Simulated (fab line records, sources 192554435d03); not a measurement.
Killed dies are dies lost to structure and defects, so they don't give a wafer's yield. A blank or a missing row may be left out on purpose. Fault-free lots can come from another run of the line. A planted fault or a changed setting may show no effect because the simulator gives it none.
A struck lot beside a sound one :: flow n5_finfet :: 21 steps out of a route of 1938
Sound: these wafers, L654.1, L654.4, L654.5. Struck: wafers L674.1, L674.4, L674.5. The cause is given at the end.
For every step that has rows: the tool of each side, followed by ch and its chambers, followed by its first start. Under that, the readings that differ: sound wafers :: struck wafers :: difference of the means :: sigmas: that difference in standard deviations of wafers without a fault.
alike: same words and numbers on both sides, and readings whose means sit less than 2 such deviations apart. not compared: any withheld reading, any reading some wafer has no value for, any bound like >300 that may hide the same value, and any number with overlapping values for which the record gives no deviation.
A row with sigmas, a row that says differs or no value, or rows on one side alone: a step with any of these is where the two part. Numbers that don't overlap but have no deviation are shown without sigmas and don't part them. Lack of a reading on every wafer of one side parts them only where that side has two or more wafers.

first, 8 steps without rows for these wafers: N5_BEOL_M13_COAT_58 (time 60 s, resist thk 89 nm); N5_BEOL_M13_COAT_04 (resist thk 400 nm); N5_BEOL_M13_EBR_06; N5_BEOL_M13_SOFTBAKE_05 (time 60 s); N5_BEOL_M13_EXPOSE_07 (exposes mask V12); N5_BEOL_M13_PEB_08 (peb time 90 s); N5_BEOL_M13_DEVELOP_09 (develop time 45 s); N5_BEOL_M13_HARDBAKE_14 (time 120 s).
N5_BEOL_M13_CD_MEAS_10: target cd 190 nm.
  sound on cd_sem-03 ch 0, day 11 17:35; struck on cd_sem-03 ch 0, day 17 01:36
  alike: cd_nm
N5_BEOL_M13_OVL_MEAS_11:
  sound on overlay-01 ch 0, day 11 17:37; struck on overlay-01 ch 0, day 17 01:38
  alike: V12_OVL
N5_BEOL_M13_INSPECT_12: inspects for defects (macro).
  sound on defect_inspect-02, day 11 17:38; struck on defect_inspect-01, day 17 01:39
  alike: raw_defect_count
N5_BEOL_M13_DESCUM_15: chemistry O2, time 7.9 s.
  sound on rie_diel-01 ch 0,1,3, day 11 17:46; struck on rie_diel-03 ch 0,3, day 17 01:41
  alike: drypump_motor_current_A, oes_product_au, rf_fwd_power_W, rf_vpp_V, showerhead_plenum_p_Torr, throttle_valve_pct
  not compared: rf_hours_counter_h
N5_BEOL_M13_ETCH_59: etches BARC in N2/H2, target depth 89 nm, overetch 26.7 nm, time 67.9 s.
  sound on rie_diel-01 ch 0,1,3, day 11 17:48; struck on rie_diel-03 ch 0,3, day 17 01:43
reading: model.coat_of_BEOL_M13_COAT_04.thk_nm (nm)
sound: 318 314 315.8
struck: 268.2 272.8 267.4
difference: -46.5
sigmas: 
  alike: drypump_motor_current_A, oes_product_au, rf_fwd_power_W, rf_vpp_V, showerhead_plenum_p_Torr, throttle_valve_pct
  not compared: rf_hours_counter_h
N5_BEOL_M13_VIA_ETCH_16: etches SiOC in C4F8/O2/Ar, target depth 921.7 nm.
  sound on rie_diel-01 ch 0,1,3, day 11 17:51; struck on rie_diel-03 ch 0,3, day 17 01:46
reading: model.coat_of_BEOL_M13_COAT_04.thk_nm (nm)
sound: 72.6 69.8 69
struck: 21.2 19.6 18.8
difference: -50.6
sigmas: 
  alike: drypump_motor_current_A, he_outer_torr, oes_product_au, rf_fwd_power_W, rf_vpp_V, showerhead_plenum_p_Torr, throttle_valve_pct
N5_BEOL_M13_STRIP_63: strips in N2/H2.
  sound on plasma_asher-02 ch 0,1, day 11 18:05; struck on plasma_asher-02 ch 0, day 17 02:01
reading: oes_product_au (a.u.)
sound: 0.675 0.680 0.675
struck: 0.569 0.551 0.537
difference: -0.124
sigmas: -26

reading: strip_time_to_endpoint_s (s)
sound: 28.4 27.6 27.4
struck: 11.9 11.3 11.0
difference: -16.4
sigmas: -17
  alike: drypump_motor_current_A, heater_power_w
  not compared: rf_hours_counter_h
N5_BEOL_M13_STRIP_64: strips in N2/H2.
  sound on plasma_asher-02 ch 0,1, day 11 18:09; struck on plasma_asher-02 ch 0, day 17 02:04
  alike: drypump_motor_current_A, heater_power_w, oes_product_au, strip_time_to_endpoint_s
  not compared: rf_hours_counter_h
then, 2 steps without rows for these wafers: N5_BEOL_M13_STRIP_71 (strips in post etch residue remover, time 60 s); N5_BEOL_M13_SRD_72 (time 30 s, dry time 30 s).
N5_BEOL_M13_CD_MEAS_17: target cd 190 nm.
  sound on cd_sem-02, day 11 18:18; struck on cd_sem-03, day 17 02:13
reading: cd_nm (nm)
sound: 188.2 188.9 190.3
struck: 197.7 200.5 198.6
difference: +9.8
sigmas: +5
then, 2 steps without rows for these wafers: N5_BEOL_M13_COAT_65 (time 60 s, resist thk 350 nm); N5_PASSIVATION_PROBE_49.

== WHERE THEY PART ==
First at N5_BEOL_M13_STRIP_63; last, within this record, at N5_BEOL_M13_CD_MEAS_17.

WHY: the cause the simulator had injected
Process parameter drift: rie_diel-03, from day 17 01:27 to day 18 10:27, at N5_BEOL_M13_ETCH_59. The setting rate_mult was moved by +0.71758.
